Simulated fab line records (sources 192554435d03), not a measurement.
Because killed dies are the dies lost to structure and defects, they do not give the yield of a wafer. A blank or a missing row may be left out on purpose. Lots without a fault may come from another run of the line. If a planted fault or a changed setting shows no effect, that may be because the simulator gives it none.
Split-lot study :: flow n5 finfet :: route with 1938 steps; 7 lots, 21 wafers read

== SPLIT DETAILS ==
At N5_GATE_CUT_EXPOSE_10 (exposes mask GATE CUT, target cd 20 nm), the setting dose mj was moved away from the recipe's 43.25 on 4 of the 21 wafers read, by -5.4% to +2.2%. The other wafers ran this setting at the recipe's value.

== FROM THE SPLIT TO THE READING: what the file shows between them, 2 steps ==
- N5_GATE_CUT_PEB_11: peb time 60 s
- N5_GATE_CUT_DEVELOP_12: develop time 30 s

== THE READING ==
cd nm, in nm, at N5_GATE_CUT_CD_MEAS_13 (target cd 20 nm). On this fab line, fault-free wafers typically give 19.89 nm with a standard deviation of 0.23 nm.

wafer: L079.1
tool, chamber at the split: euv scanner-02, 0
dose mj as run: 43.25
against the recipe: recipe
cd nm, nm: 19.63
against lot-mates on the recipe: -

wafer: L079.2
tool, chamber at the split: euv scanner-02, 0
dose mj as run: 43.25
against the recipe: recipe
cd nm, nm: 19.44
against lot-mates on the recipe: -

wafer: L079.6
tool, chamber at the split: euv scanner-02, 0
dose mj as run: 43.25
against the recipe: recipe
cd nm, nm: 19.66
against lot-mates on the recipe: -

wafer: L081.3
tool, chamber at the split: euv scanner-01, 0
dose mj as run: 40.91
against the recipe: -5.4%
cd nm, nm: 18.46
against lot-mates on the recipe: -1.21

wafer: L081.5
tool, chamber at the split: euv scanner-01, 0
dose mj as run: 43.25
against the recipe: recipe
cd nm, nm: 19.36
against lot-mates on the recipe: -

wafer: L081.6
tool, chamber at the split: euv scanner-01, 0
dose mj as run: 43.25
against the recipe: recipe
cd nm, nm: 19.98
against lot-mates on the recipe: -

wafer: L082.1
tool, chamber at the split: euv scanner-02, 0
dose mj as run: 41.56
against the recipe: -3.9%
cd nm, nm: 18.63
against lot-mates on the recipe: -1.54

wafer: L082.2
tool, chamber at the split: euv scanner-02, 0
dose mj as run: 43.25
against the recipe: recipe
cd nm, nm: 20.17
against lot-mates on the recipe: -

wafer: L082.3
tool, chamber at the split: euv scanner-02, 0
dose mj as run: 41.56
against the recipe: -3.9%
cd nm, nm: 18.89
against lot-mates on the recipe: -1.28

wafer: L086.3
tool, chamber at the split: euv scanner-02, 0
dose mj as run: 43.25
against the recipe: recipe
cd nm, nm: 19.71
against lot-mates on the recipe: -

wafer: L086.5
tool, chamber at the split: euv scanner-02, 0
dose mj as run: 43.25
against the recipe: recipe
cd nm, nm: 19.41
against lot-mates on the recipe: -

wafer: L086.6
tool, chamber at the split: euv scanner-02, 0
dose mj as run: 43.25
against the recipe: recipe
cd nm, nm: 19.72
against lot-mates on the recipe: -

wafer: L088.1
tool, chamber at the split: euv scanner-01, 0
dose mj as run: 43.25
against the recipe: recipe
cd nm, nm: 20.00
against lot-mates on the recipe: -

wafer: L088.2
tool, chamber at the split: euv scanner-01, 0
dose mj as run: 43.25
against the recipe: recipe
cd nm, nm: 19.90
against lot-mates on the recipe: -

wafer: L088.4
tool, chamber at the split: euv scanner-01, 0
dose mj as run: 43.25
against the recipe: recipe
cd nm, nm: 20.28
against lot-mates on the recipe: -

wafer: L093.3
tool, chamber at the split: euv scanner-01, 0
dose mj as run: 43.25
against the recipe: recipe
cd nm, nm: 20.06
against lot-mates on the recipe: -

wafer: L093.4
tool, chamber at the split: euv scanner-01, 0
dose mj as run: 43.25
against the recipe: recipe
cd nm, nm: 20.01
against lot-mates on the recipe: -

wafer: L093.5
tool, chamber at the split: euv scanner-01, 0
dose mj as run: 43.25
against the recipe: recipe
cd nm, nm: 19.82
against lot-mates on the recipe: -

wafer: L095.1
tool, chamber at the split: euv scanner-02, 0
dose mj as run: 43.25
against the recipe: recipe
cd nm, nm: 20.10
against lot-mates on the recipe: -

wafer: L095.2
tool, chamber at the split: euv scanner-02, 0
dose mj as run: 44.18
against the recipe: +2.2%
cd nm, nm: 20.50
against lot-mates on the recipe: +0.55

wafer: L095.4
tool, chamber at the split: euv scanner-02, 0
dose mj as run: 43.25
against the recipe: recipe
cd nm, nm: 19.80
against lot-mates on the recipe: -

THE FIT
A straight line over all 21 wafers: cd nm changes by +0.268 nm for each +1% of dose mj; r = +0.88; the points scatter about the line by 0.25 nm.
The same after taking each lot's own level away (the mean of its wafers on the recipe; 21 wafers): +0.289 nm for each +1%; r = +0.93; scatter 0.2 nm.
The reading moves by 1.6 nm for the largest change in dose mj, on that fit.
The span of the lots' own levels, 19.577 to 20.170 nm, comes to 2.6 times the standard deviation stated above.
The two slopes agree, so the slope changes little with the lot-to-lot level.
Check: -1.88 nm against its lot-mates is what the line predicts for one of the wafers moved furthest among these (-5.4%) when that wafer is left out of the fit. It came out at -1.21 nm against them.

== OTHER SPLITS APPLIED TO THESE WAFERS ==
Other splits were also applied to these wafers ahead of the reading. Each is held against what the fit with the lots' levels taken away leaves over:
other split on the same wafers: N5_SDB_EXPOSE_08 dose mj
wafers away from the commonest value: 7
r with cd nm (lot level and that fit taken away): +0.45

other split on the same wafers: N5_HKMG_FIN_COAT_06 spin rpm
wafers away from the commonest value: 9
r with cd nm (lot level and that fit taken away): -0.56

other split on the same wafers: N5_HKMG_FIN_PEB_10 peb time s
wafers away from the commonest value: 9
r with cd nm (lot level and that fit taken away): -0.05

other split on the same wafers: N5_GATE_CUT_COAT_27 spin rpm
wafers away from the commonest value: 6
r with cd nm (lot level and that fit taken away): -0.34

== THE WHOLE CHAIN: every reading that the file lists as answering this split, in the file's order ==
step: N5_GATE_CUT_CD_MEAS_13
what it does: target cd 20 nm
reading: cd nm
change (the file's fit): +0.27 nm for each +1% of the setting
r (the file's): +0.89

step: N5_GATE_CUT_DESCUM_18
what it does: chemistry O2, time 7 s
reading: GATE_CUT.cd nm (the simulator's own value, which no gauge read)
change (the file's fit): +0.233 nm for each +1% of the setting
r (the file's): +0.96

step: N5_GATE_CUT_ETCH_37
what it does: etches SOC in N2/H2, target depth 60 nm, overetch 12 nm, time 90 s
reading: GATE_CUT.cd nm (the simulator's own value, which no gauge read)
change (the file's fit): +0.222 nm for each +1% of the setting
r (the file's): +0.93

step: N5_GATE_CUT_HM_OPEN_40
what it does: chemistry C4F6/O2, target SiO2, target depth 139 nm, time 85.1 s
reading: GATE_CUT.cd nm (the simulator's own value, which no gauge read)
change (the file's fit): +0.264 nm for each +1% of the setting
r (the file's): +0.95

step: N5_GATE_CUT_ETCH_19
what it does: etches SiNx in CH3F/O2, target depth 53.7 nm, time 76.7 s
reading: GATE_CUT.cd nm (the simulator's own value, which no gauge read)
change (the file's fit): +0.242 nm for each +1% of the setting
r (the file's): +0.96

== FILE'S OWN FIT ==
cd nm changes by +0.27 nm for each +1% of dose mj, r = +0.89.
